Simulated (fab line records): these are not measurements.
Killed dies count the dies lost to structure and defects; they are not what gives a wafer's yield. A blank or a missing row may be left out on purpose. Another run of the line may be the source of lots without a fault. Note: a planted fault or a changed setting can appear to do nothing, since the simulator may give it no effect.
fab line records | flow n5_finfet
[record] lots = 4 wafers = 12 last_day = 17
route steps=1938 shown BEOL_M4@1099 BEOL_M5@1112 BEOL_M9@1440 PASSIVATION@1936
lots that met no fault: taken from a fault-free run of the same line
start_h: hours from the record's opening day to when the first of the lot's shown wafers began | wait_h: time in hours since the lot's previous step | " unchanged from the row above | L1.1+2: a row that stands for several wafers | - either no value or no given start | * or withheld: withheld | < > ~ a bound
route shown NAME@n: a module of which the file shows steps, and the number in the route of the first | usual: mean/standard deviation of fault-free wafers | same: alike in all rows | chamber/n: place in a boat | sites: readings site by site | _std_site: the values' standard deviation | _edge_site: outer sites' mean less inner sites' | radius_mm: how far each site lies from the wafer's centre | mask NAME#n: copy n | behind: the last tool/chamber to shape the wafer | hold: why the lot was held/for how many hours/how that ended | device: the transistor (n, p or np) that didn't switch | end of line: the same wafers' tests at the end of the route | a step with no rows: only its recipe | killed: count of dies lost to structure and defects at first sort (not the wafer's yield) | map: a wafer's dies, marking killed ones x, the rest . and places with no die _
set.NAME: the setting as run; set.NAME@STEP: as run at that earlier step | model.NAME: the simulator's own value behind a step, which no gauge read
lots seen at some steps along the route; tables by step, rows by wafer
services: a tool's chamber out of use, with start hour (start_h, from the record's first day; less than 0 if before it), hours out, and reason
[[steps]]
[step N5_BEOL_M4_ANNEAL_95]
[recipe] temp_c = 400 time_s = 240 ambient = vacuum
[step N5_BEOL_M4_SPUTTER_96]
[recipe] material = Cu target_thk_a = 45 temp_c = -20 chamber_pressure_pa = 0.07 power_w = withheld time_s = 8.29
[step N5_BEOL_M4_ECD_50]
[recipe] material = Cu target_thk_a = 3000
[step N5_BEOL_M4_ANNEAL_51]
[recipe] temp_c = 225 time_s = 90 ambient = N2
[step N5_BEOL_M4_CMP_52]
[recipe] stop_on = SiOC t_overpolish_s = 6.8 down_force_psi = 1 platen_rpm = 50 clearing_platen_down_force_psi = 1.5 clearing_platen_rpm = 50 post_cmp_clean = cu_alkaline target_thk_nm = 40 clearing_platen_pad_velocity_m_s = 0.99484 pad_velocity_m_s = 0.99484
[step N5_BEOL_M4_PRE_CLEAN_60]
[recipe] gas = NH3/H2 time_s = 15 temp_c = * rf_power_w = 300
[step N5_BEOL_M4_CO_CAP_55]
[recipe] material = Co target_thk_a = 20 temp_c = 200 precursor = CCTBA/H2 pressure_torr = 30 time_s = 102.1
[step N5_BEOL_M4_PRE_CLEAN_56]
[recipe] gas = NH3 time_s = 15 temp_c = withheld rf_power_w = 300
[step N5_BEOL_M4_DEP_57]
[recipe] material = SiCN target_thk_a = 80 temp_c = withheld precursor = 3MS/NH3 pressure_torr = 3 rf_w = 202 time_s = 14
[step N5_BEOL_M4_RC_MEAS_101]
[usual] DIBL_N = 36.3/1.7 DIBL_P = 36.3/2.2 IOFF_N = 0.16/0.034 IOFF_P = 0.21/0.038 ION_N = 673/13 ION_P = 461/8.3 SS_N = 71.5/0.55 SS_P = 73.3/0.67 VT_N = 250/3.4 VT_P = -251/3.5
// columns lot.wafer tool chamber start_h wait_h DIBL_N[mV/V] DIBL_P[mV/V] IOFF_N[nA/um] IOFF_P[nA/um] ION_N[uA/um] ION_P[uA/um] SS_N[mV/dec] SS_P[mV/dec] VT_N[mV] VT_P[mV]
L941.3 prober-02 0 249.35 0.3 35.6 34.6 0.13 0.19 666 458 71.7 73.4 252 -250
L941.5 " 0 " " 35.0 33.9 0.12 0.18 658 459 71.0 72.5 254 -251
L941.6 " 0 " " 40.2 40.5 0.21 0.29 690 468 72.8 74.0 247 -246
L943.2 prober-02 0 255.58 0.2 35.8 36.7 0.14 0.18 671 453 71.5 72.7 252 -255
L943.3 " 0 " " 37.8 38.7 0.18 0.20 681 454 71.6 73.4 247 -252
L943.5 " 0 " " 38.1 40.0 0.20 0.21 678 458 71.6 74.1 248 -252
L946.2 prober-01 0 286.85 0.2 36.5 37.7 0.17 0.22 694 472 71.8 73.9 252 -249
L946.3 " 0 " " 34.3 35.5 0.14 0.19 678 465 70.9 73.1 251 -251
L946.6 " 0 " " 34.6 35.0 0.14 0.19 677 464 71.6 73.2 252 -251
L948.2 prober-01 0 290.41 0.2 37.0 37.6 0.17 0.24 679 472 70.7 73.2 247 -247
L948.4 " 0 " " 36.1 34.8 0.14 0.20 674 468 70.3 73.0 251 -249
L948.5 " 0 " " 39.0 39.2 0.19 0.29 692 484 71.8 73.2 250 -244
[step N5_BEOL_M5_ILD_DEP_00]
[recipe] material = SiCOH_lowk target_thk_a = 1406.4 temp_c = 300 precursor = DEMS/porogen pressure_torr = 5 rf_w = 500 time_s = 25.9
[step N5_BEOL_M5_CURE_79]
[recipe] temp_c = 385 time_s = 240 ambient = He/Ar material = SiCOH_lowk
[step N5_BEOL_M5_PECVD_70]
[recipe] material = SiO2 target_thk_a = 160 temp_c = 400 precursor = TEOS/O2 pressure_torr = 5.5 rf_w = 450 teos_flow_sccm = 53.8 gas = O2 flow_sccm = 3000 time_s = 18
[step N5_BEOL_M5_HM_DEP_02]
[recipe] material = TiN target_thk_a = 200 temp_c = 25 chamber_pressure_pa = 0.49996
[step N5_BEOL_M5_COAT_59]
[recipe] resist = SOC temp_c = 250 time_s = 60 spin_rpm = 1500 resist_thk_nm = 60
[step N5_BEOL_M5_COAT_60]
[recipe] resist = SiARC temp_c = 220 time_s = 60 spin_rpm = 1500 resist_thk_nm = 12
[step N5_BEOL_M5_COAT_71]
[recipe] resist = underlayer temp_c = 205 time_s = 60 spin_rpm = 1500 resist_thk_nm = 5
[step N5_BEOL_M5_COAT_05]
[recipe] resist = CAR-EUV spin_rpm = 1500 resist_thk_nm = 30
[step N5_BEOL_M5_EBR_07]
[recipe] solvent = PGMEA ebr_width_mm = 1.5
[step N5_BEOL_M5_SOFTBAKE_06]
[recipe] temp_c = 110 time_s = 60 resist = CAR-EUV
[step N5_BEOL_M5_EXPOSE_08]
[recipe] mask_id = M5 na = 0.33 source_shape = annular sigma_inner = 0.4 sigma_outer = 0.8 polarization = unpolarized target_cd_nm = 28 dose_mj = 35.75
[step N5_BEOL_M5_PEB_09]
[recipe] peb_temp_c = 100 peb_time_s = 60 resist = CAR-EUV
[step N5_BEOL_M5_DEVELOP_10]
[recipe] develop_time_s = 30 developer = TMAH resist = CAR-EUV rinse_liquid = surfactant_rinse dry = air_spin dev_temp_c = 23
[step N5_BEOL_M5_DESCUM_16]
[recipe] chemistry = O2 time_s = 7 source_power_w = 50 bias_power_w = 20 pressure_mtorr = 20 rf_frequency_hz = 2.712e+07 temp_c = 40 resist = CAR-EUV o2_flow_sccm = 225
[step N5_BEOL_M5_ETCH_72]
[recipe] chemistry = N2/H2 target = underlayer target_depth_a = 65 mask_material = CAR-EUV time_s = 5.2 ion_energy_ev = 200 pressure_mtorr = 30 source_w = 840 bias_w = 150 n2_flow_sccm = 200 h2_flow_sccm = 200 ends = cleared
[step N5_BEOL_M5_ETCH_61]
[recipe] chemistry = CF4 target = SiARC target_depth_a = 156 mask_material = CAR-EUV time_s = 26 ion_energy_ev = 80 pressure_mtorr = 40 source_w = 545 bias_w = 36 Ar_flow_sccm = 100 cf4_flow_sccm = 100 ends = cleared
[step N5_BEOL_M5_ETCH_62]
[recipe] chemistry = N2/H2 target = SOC target_depth_a = 750 overetch_a = 150 mask_material = SiARC temp_c = 40 time_s = 112.5 ion_energy_ev = 200 pressure_mtorr = 30 source_w = 840 bias_w = 150 n2_flow_sccm = 200 h2_flow_sccm = 200
[step N5_BEOL_M5_STRIP_63]
[recipe] chemistry = N2/H2 temp_c = 40 n2_flow_sccm = 200 h2_flow_sccm = 200 rf_frequency_hz = 6e+07
[step N5_BEOL_M5_STRIP_73]
[recipe] chemistry = N2/H2 temp_c = 40 n2_flow_sccm = 200 h2_flow_sccm = 200 rf_frequency_hz = 6e+07
[step N5_BEOL_M5_STRIP_64]
[recipe] chemistry = CF4 resist = SiARC power_w = 300 bias_power_w = 75 pressure_mtorr = 50 cf4_flow_sccm = 150 rf_frequency_hz = 6e+07
[step N5_BEOL_M5_HM_OPEN_17]
[recipe] chemistry = Cl2/BCl3 target_depth_a = 200 overetch_a = 60 target = TiN mask_material = SOC ion_energy_ev = 150 pressure_mtorr = 10 icp_w = 1000 bias_w = 126 Cl2_flow_sccm = 53.25 bcl3_flow_sccm = 21.75 Ar_flow_sccm = 25
[step N5_BEOL_M5_STRIP_19]
[recipe] chemistry = O2 power_w = 400 temp_c = 40 pressure_mtorr = 30 rf_frequency_hz = 6e+07 bias_power_w = 0 overash_fraction = 0.2 o2_flow_sccm = 225
[step N5_BEOL_M5_COAT_65]
[recipe] resist = SOC temp_c = 250 time_s = 60 spin_rpm = 1500 resist_thk_nm = 60
[step N5_BEOL_M5_COAT_66]
[recipe] resist = SiARC temp_c = 220 time_s = 60 spin_rpm = 1500 resist_thk_nm = 12
[step N5_BEOL_M9_ETCH_66]
[recipe] chemistry = N2/H2 target = SOC target_depth_a = 800 overetch_a = 160 mask_material = SiARC temp_c = 40 time_s = 120 ion_energy_ev = 200 pressure_mtorr = 30 source_w = 840 bias_w = 150 n2_flow_sccm = 200 h2_flow_sccm = 200
[usual] bias_w = 150.0/0.46 chamber_pressure_mTorr = 30.000/0.025 drypump_motor_current_A = 5.8/0.37 oes_product_au = 0.63/0.064 rf_vpp_V = 524.5/2.8 showerhead_plenum_p_Torr = 2.56/0.099 throttle_valve_pct = 17.71/0.25
// columns lot.wafer tool chamber start_h wait_h bias_w chamber_pressure_mTorr drypump_motor_current_A oes_product_au rf_hours_counter_h rf_vpp_V showerhead_plenum_p_Torr throttle_valve_pct model.CAR-EUV_of_BEOL_M9_COAT_22.thk_nm model.SiARC_of_BEOL_M9_COAT_64.thk_nm model.underlayer_of_BEOL_M9_COAT_75.thk_nm
L941.3 rie_diel-02 3 292.13 0.0 - - - - - - - - 11.2 12 5
L941.5 " 0 " " - - - - - - - - 11.4 12 5
L941.6 " 1 " " - - - - - - - - 11.2 12 5
L943.2 rie_diel-02 2 298.13 0.0 - - - - - - - - 11 12 5
L943.3 " 3 " " - - - - - - - - 11 12 5
L943.5 " 2 " " - - - - - - - - 11.2 12 5
L946.2 rie_diel-02 3 326.41 0.0 149.3 29.990 5.6 0.66 38 526.2 2.59 17.78 0 6.4 0
L946.3 " 0 " " 149.4 29.971 5.6 0.72 14 528.5 2.70 17.22 0 6.4 0
L946.6 " 0 " " 150.2 29.987 5.6 0.73 - 529.0 2.70 17.23 0 6.4 0
L948.2 rie_diel-02 0 334.38 0.0 150.0 30.027 5.6 0.72 16 528.3 2.70 17.22 0 6.4 0
L948.4 " 1 " " 149.9 29.983 6.3 0.65 64 521.5 2.47 17.56 0 6.4 0
L948.5 " 3 " " 149.4 29.995 5.6 0.66 - 525.0 2.59 17.77 0 6.4 0
[step N5_BEOL_M9_VIA_ETCH_34]
[recipe] chemistry = C4F6/O2 target = SiCOH_lowk target_depth_a = 1824 mask_material = SOC taper_deg = 4 time_s = 68.4 ion_energy_ev = 250 pressure_mtorr = 30 source_w = 345 bias_w = 185 Ar_flow_sccm = 300 C4F6_flow_sccm = 10 O2_flow_sccm = 10
[usual] C4F6_flow_sccm = 10.00/0.033 O2_flow_sccm = 10.00/0.03 bias_w = 185.0/0.5 drypump_motor_current_A = 5.8/0.37 oes_product_au = 0.83/0.089 rf_vpp_V = 658/14 showerhead_plenum_p_Torr = 2.87/0.1 throttle_valve_pct = 20.84/0.17
// columns lot.wafer tool chamber start_h wait_h C4F6_flow_sccm O2_flow_sccm bias_w drypump_motor_current_A oes_product_au rf_hours_counter_h rf_vpp_V showerhead_plenum_p_Torr throttle_valve_pct
L941.3 rie_diel-02 3 292.23 0.0 10.00 10.01 185.1 5.5 0.33 28 647 2.88 20.57
L941.5 " 0 " " 10.00 10.00 185.5 5.6 0.37 - 667 3.05 20.40
L941.6 " 1 " " 10.03 9.96 184.2 6.4 0.32 - 638 2.81 20.72
L943.2 rie_diel-02 2 298.23 0.0 9.97 10.06 185.0 6.0 0.30 113 646 2.74 20.48
L943.3 " 3 " " 10.03 10.04 184.5 5.6 0.33 30 648 2.88 20.56
L943.5 " 2 " " 10.01 9.98 185.1 5.9 0.29 - 646 2.74 20.48
L946.2 rie_diel-02 3 326.51 0.0 10.01 9.99 185.1 5.6 0.87 39 649 2.88 20.75
L946.3 " 0 " " 10.02 9.97 185.6 5.6 0.94 14 668 3.05 20.56
L946.6 " 0 " " 10.03 9.99 185.3 5.6 0.94 - 666 3.05 20.59
L948.2 rie_diel-02 0 334.48 0.0 10.02 10.02 184.9 5.7 0.94 16 667 3.05 20.59
L948.4 " 1 " " 10.01 9.97 185.0 6.4 0.87 64 639 2.80 20.90
L948.5 " 3 " " 9.99 10.06 184.9 5.6 0.87 - 648 2.87 20.78
[step N5_PASSIVATION_PROBE_49]
[usual] defect_limited_yield = 91.4/1.6 killed_at_M0_to_M3 = 34/10 killed_at_M4_up = 12/4.8 killed_at_contacts = 11/6.2 killed_at_front_end = 39/13 killed_at_other = 4/3.1 killed_dies = 101/19 killed_on_rim = 13/4.1 killed_open = 67/14 killed_short = 32/8.3 sort_bin_5_function = 5.0/1 sort_bin_6_memory = 3.2/0.76 sort_n_pass = 1079/19 sort_yield_pct = 91.4/1.6
[same] gross_dies = 1180 killed_at_back_side = 0 sort_bin_4_leakage[%] = 0 sort_bin_8_speed[%] = 0
// columns lot.wafer tool chamber start_h wait_h defect_limited_yield[%] killed_at_M0_to_M3 killed_at_M4_up killed_at_contacts killed_at_front_end killed_at_other killed_dies killed_on_rim killed_open killed_short sort_bin_5_function[%] sort_bin_6_memory[%] sort_n_pass sort_yield_pct[%]
L941.3 prober-02 - 348.14 0.1 0 30 1054 18 74 4 1180 152 101 34 95.7 3.7 0 0
L941.5 prober-02 - 348.24 0.2 0 39 1056 26 53 6 1180 152 93 37 95.1 4.7 0 0
L941.6 prober-02 - 348.29 0.3 0 32 1067 27 50 4 1180 152 93 27 96.1 3.7 0 0
L943.2 prober-02 - 352.39 0.1 0 17 1122 7 27 7 1180 152 45 18 97.4 2.4 0 0
L943.3 prober-02 - 352.44 0.1 0 56 1073 14 29 8 1180 152 82 34 96.2 3.6 0 0
L943.5 prober-02 - 352.54 0.2 0 27 1094 20 34 5 1180 152 62 35 96.4 3.2 0 0
L946.2 prober-02 - 387.87 0.1 91.1 39 10 15 36 5 105 17 77 26 5.6 3.2 1075 91.1
L946.3 prober-02 - 387.92 0.1 89.7 42 10 17 48 5 122 18 86 32 6.6 3.5 1058 89.7
L946.6 prober-02 - 388.07 0.3 92.0 12 11 34 34 3 94 8 69 21 5.1 2.7 1086 92.0
L948.2 prober-01 - 398.48 0.1 91.0 27 18 23 33 5 106 14 72 34 5.2 3.6 1074 91.0
L948.4 prober-01 - 398.58 0.2 91.3 39 11 13 36 4 103 16 66 36 4.8 3.6 1077 91.3
L948.5 prober-01 - 398.63 0.2 90.5 29 15 9 50 9 112 15 68 43 5.1 4.0 1068 90.5
// killed by level:class
L941.3 BEOL_M9:area_etch=1041 FIN_SAQP:geometric_particle:open=34 MOL_CONTACT_COAG:geometric_particle:open=16 STI_FIN_REVEAL:geometric_particle:open=12 FIN_SAQP:geometric_particle:short=9 BEOL_M0_SAQP:geometric_particle:open=7 STI_FIN_REVEAL:geometric_particle:short=6 BEOL_M5:geometric_particle:open=6
L941.5 BEOL_M9:area_etch=1048 FIN_SAQP:geometric_particle:open=24 MOL_CONTACT_COAG:geometric_particle:open=18 BEOL_M3:geometric_particle:open=14 STI_FIN_REVEAL:geometric_particle:open=9 MOL_CONTACT_COAG:geometric_particle:short=8 FIN_SAQP:geometric_particle:short=7 BEOL_M0_SAQP:geometric_particle:short=7
L941.6 BEOL_M9:area_etch=1058 FIN_SAQP:geometric_particle:open=23 MOL_CONTACT_COAG:geometric_particle:open=17 STI_FIN_REVEAL:geometric_particle:open=10 MOL_CONTACT_COAG:geometric_particle:short=10 BEOL_M3:geometric_particle:open=10 BEOL_M2:geometric_particle:open=9 STARTING-WAFER:geometric_particle:open=4
L943.2 BEOL_M9:area_etch=1116 FIN_SAQP:geometric_particle:open=7 MOL_CONTACT_COAG:geometric_particle:open=6 BEOL_M3:geometric_particle:open=5 PASS1_CAP:geometric_particle:open=5 FIN_SAQP:geometric_particle:short=4 STI_FIN_REVEAL:geometric_particle:open=4 ILD0:geometric_particle:short=4
L943.3 BEOL_M9:area_etch=1064 BEOL_M2:geometric_particle:open=16 MOL_CONTACT_COAG:geometric_particle:open=13 BEOL_M1:geometric_particle:open=11 BEOL_M3:geometric_particle:open=8 BEOL_M0_SAQP:geometric_particle:short=7 FIN_SAQP:geometric_particle:open=6 FIN_SAQP:geometric_particle:short=5
L943.5 BEOL_M9:area_etch=1083 MOL_CONTACT_COAG:geometric_particle:open=11 MOL_CONTACT_COAG:geometric_particle:short=9 BEOL_M1:geometric_particle:open=8 ILD0:geometric_particle:short=5 DUMMY_GATE:geometric_particle:open=5 BEOL_M0_SAQP:geometric_particle:short=5 BEOL_M4:geometric_particle:open=5
L946.2 MOL_CONTACT_COAG:geometric_particle:open=13 FIN_SAQP:geometric_particle:open=11 BEOL_M2:geometric_particle:open=11 BEOL_M0_SAQP:geometric_particle:open=9 BEOL_M0_SAQP:geometric_particle:short=8 BEOL_M1:geometric_particle:open=7 STI_FIN_REVEAL:geometric_particle:open=6 BEOL_M4:geometric_particle:open=6
L946.3 MOL_CONTACT_COAG:geometric_particle:open=14 FIN_SAQP:geometric_particle:open=13 STI_FIN_REVEAL:geometric_particle:open=9 BEOL_M0_SAQP:geometric_particle:open=9 BEOL_M0_SAQP:geometric_particle:short=8 BEOL_M2:geometric_particle:open=8 BEOL_M3:geometric_particle:open=6 DUMMY_GATE:geometric_particle:short=4
L946.6 MOL_CONTACT_COAG:geometric_particle:open=25 STI_FIN_REVEAL:geometric_particle:open=11 MOL_CONTACT_COAG:geometric_particle:short=9 FIN_SAQP:geometric_particle:short=7 FIN_SAQP:geometric_particle:open=4 BEOL_M2:geometric_particle:open=4 BEOL_M4:geometric_particle:open=4 STARTING-WAFER:geometric_particle:open=4
L948.2 MOL_CONTACT_COAG:geometric_particle:open=21 FIN_SAQP:geometric_particle:open=11 BEOL_M0_SAQP:geometric_particle:open=6 BEOL_M3:geometric_particle:open=6 BEOL_M0_SAQP:geometric_particle:short=5 BEOL_M4:geometric_particle:open=5 STI_FIN_REVEAL:geometric_particle:open=4 GATE_CUT:geometric_particle:short=3
L948.4 STI_FIN_REVEAL:geometric_particle:open=15 MOL_CONTACT_COAG:geometric_particle:open=11 BEOL_M0_SAQP:geometric_particle:open=10 BEOL_M0_SAQP:geometric_particle:short=7 BEOL_M3:geometric_particle:open=7 FIN_SAQP:geometric_particle:short=6 BEOL_M1:geometric_particle:open=4 BEOL_M4:geometric_particle:open=4
L948.5 BEOL_M3:geometric_particle:open=10 FIN_SAQP:geometric_particle:open=9 FIN_SAQP:geometric_particle:short=9 BEOL_M2:geometric_particle:open=7 GATE_CUT:geometric_particle:short=6 STARTING-WAFER:geometric_particle:short=6 MOL_CONTACT_COAG:geometric_particle:open=5 STI_FIN_REVEAL:geometric_particle:open=5
// map L941.3 (x killed, . not)
_________________xxxxxxxxxxxx________________
______________xxxxxxxxxxxxxxxxxx_____________
___________xxxxxxxxxxxxxxxxxxxxxxxx__________
__________xxxxxxxxxxxxxxxxxxxxxxxxxx_________
________xxxxxxxxxxxxxxxxxxxxxxxxxxxxxx_______
_______xxxxxxxxxxxxxxxxxxxxxxxxxxxxxxxx______
______xxxxxxxxxxxxxxxxxxxxxxxxxxxxxxxxxx_____
_____xxxxxxxxxxxxxxxxxxxxxxxxxxxxxxxxxxxx____
____xxxxxxxxxxxxxxxxxxxxxxxxxxxxxxxxxxxxxx___
___xxxxxxxxxxxxxxxxxxxxxxxxxxxxxxxxxxxxxxxx__
___xxxxxxxxxxxxxxxxxxxxxxxxxxxxxxxxxxxxxxxx__
__xxxxxxxxxxxxxxxxxxxxxxxxxxxxxxxxxxxxxxxxxx_
__xxxxxxxxxxxxxxxxxxxxxxxxxxxxxxxxxxxxxxxxxx_
_xxxxxxxxxxxxxxxxxxxxxxxxxxxxxxxxxxxxxxxxxxxx
_xxxxxxxxxxxxxxxxxxxxxxxxxxxxxxxxxxxxxxxxxxxx
_xxxxxxxxxxxxxxxxxxxxxxxxxxxxxxxxxxxxxxxxxxxx
_xxxxxxxxxxxxxxxxxxxxxxxxxxxxxxxxxxxxxxxxxxxx
_xxxxxxxxxxxxxxxxxxxxxxxxxxxxxxxxxxxxxxxxxxxx
_xxxxxxxxxxxxxxxxxxxxxxxxxxxxxxxxxxxxxxxxxxxx
_xxxxxxxxxxxxxxxxxxxxxxxxxxxxxxxxxxxxxxxxxxxx
_xxxxxxxxxxxxxxxxxxxxxxxxxxxxxxxxxxxxxxxxxxxx
__xxxxxxxxxxxxxxxxxxxxxxxxxxxxxxxxxxxxxxxxxx_
__xxxxxxxxxxxxxxxxxxxxxxxxxxxxxxxxxxxxxxxxxx_
___xxxxxxxxxxxxxxxxxxxxxxxxxxxxxxxxxxxxxxxx__
___xxxxxxxxxxxxxxxxxxxxxxxxxxxxxxxxxxxxxxxx__
____xxxxxxxxxxxxxxxxxxxxxxxxxxxxxxxxxxxxxx___
_____xxxxxxxxxxxxxxxxxxxxxxxxxxxxxxxxxxxx____
______xxxxxxxxxxxxxxxxxxxxxxxxxxxxxxxxxx_____
_______xxxxxxxxxxxxxxxxxxxxxxxxxxxxxxxx______
________xxxxxxxxxxxxxxxxxxxxxxxxxxxxxx_______
__________xxxxxxxxxxxxxxxxxxxxxxxxxx_________
___________xxxxxxxxxxxxxxxxxxxxxxxx__________
______________xxxxxxxxxxxxxxxxxx_____________
_________________xxxxxxxxxxxx________________
// map L943.2 (x killed, . not)
_________________xxxxxxxxxxxx________________
______________xxxxxxxxxxxxxxxxxx_____________
___________xxxxxxxxxxxxxxxxxxxxxxxx__________
__________xxxxxxxxxxxxxxxxxxxxxxxxxx_________
________xxxxxxxxxxxxxxxxxxxxxxxxxxxxxx_______
_______xxxxxxxxxxxxxxxxxxxxxxxxxxxxxxxx______
______xxxxxxxxxxxxxxxxxxxxxxxxxxxxxxxxxx_____
_____xxxxxxxxxxxxxxxxxxxxxxxxxxxxxxxxxxxx____
____xxxxxxxxxxxxxxxxxxxxxxxxxxxxxxxxxxxxxx___
___xxxxxxxxxxxxxxxxxxxxxxxxxxxxxxxxxxxxxxxx__
___xxxxxxxxxxxxxxxxxxxxxxxxxxxxxxxxxxxxxxxx__
__xxxxxxxxxxxxxxxxxxxxxxxxxxxxxxxxxxxxxxxxxx_
__xxxxxxxxxxxxxxxxxxxxxxxxxxxxxxxxxxxxxxxxxx_
_xxxxxxxxxxxxxxxxxxxxxxxxxxxxxxxxxxxxxxxxxxxx
_xxxxxxxxxxxxxxxxxxxxxxxxxxxxxxxxxxxxxxxxxxxx
_xxxxxxxxxxxxxxxxxxxxxxxxxxxxxxxxxxxxxxxxxxxx
_xxxxxxxxxxxxxxxxxxxxxxxxxxxxxxxxxxxxxxxxxxxx
_xxxxxxxxxxxxxxxxxxxxxxxxxxxxxxxxxxxxxxxxxxxx
_xxxxxxxxxxxxxxxxxxxxxxxxxxxxxxxxxxxxxxxxxxxx
_xxxxxxxxxxxxxxxxxxxxxxxxxxxxxxxxxxxxxxxxxxxx
_xxxxxxxxxxxxxxxxxxxxxxxxxxxxxxxxxxxxxxxxxxxx
__xxxxxxxxxxxxxxxxxxxxxxxxxxxxxxxxxxxxxxxxxx_
__xxxxxxxxxxxxxxxxxxxxxxxxxxxxxxxxxxxxxxxxxx_
___xxxxxxxxxxxxxxxxxxxxxxxxxxxxxxxxxxxxxxxx__
___xxxxxxxxxxxxxxxxxxxxxxxxxxxxxxxxxxxxxxxx__
____xxxxxxxxxxxxxxxxxxxxxxxxxxxxxxxxxxxxxx___
_____xxxxxxxxxxxxxxxxxxxxxxxxxxxxxxxxxxxx____
______xxxxxxxxxxxxxxxxxxxxxxxxxxxxxxxxxx_____
_______xxxxxxxxxxxxxxxxxxxxxxxxxxxxxxxx______
________xxxxxxxxxxxxxxxxxxxxxxxxxxxxxx_______
__________xxxxxxxxxxxxxxxxxxxxxxxxxx_________
___________xxxxxxxxxxxxxxxxxxxxxxxx__________
______________xxxxxxxxxxxxxxxxxx_____________
_________________xxxxxxxxxxxx________________
[[services]]
// columns tool chamber start_h hours kind
rie_diel-02 1 275.33 12.3 repair
[[key]]
[first_sign] step = N5_BEOL_M9_ETCH_66 reading = tool_record direction = missing
[effect] step = N5_BEOL_M9_VIA_ETCH_34 reading = oes_product_au direction = down sigmas = 5.7 usual = 0.83 struck = 0.32
[effect] step = N5_PASSIVATION_PROBE_49 reading = killed_at_M4_up direction = up sigmas = 99+ usual = 12 struck = 1078
[model_effect] step = N5_BEOL_M9_ETCH_66 value = CAR-EUV_of_BEOL_M9_COAT_22.thk_nm without = 0 struck = 11.17
[more_kills_born_at] N5_BEOL_M9_ETCH_66@rie_diel-02 = 6410
met_at N5_BEOL_M9_ETCH_66
struck_wafers L941.3,L941.5,L941.6,L943.2,L943.3,L943.5
later_rows_left_out L941.3,L941.5,L941.6,L943.2,L943.3,L943.5
[fault] kind = skipped_step_whole tool = rie_diel-02 chamber = - onset_h = 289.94 steps = N5_BEOL_M9_ETCH_66 scope = struck_lots_only
// later_rows_left_out: the simulator's readings of these wafers behind a module that went badly wrong aren't trusted and aren't shown, but for the sort
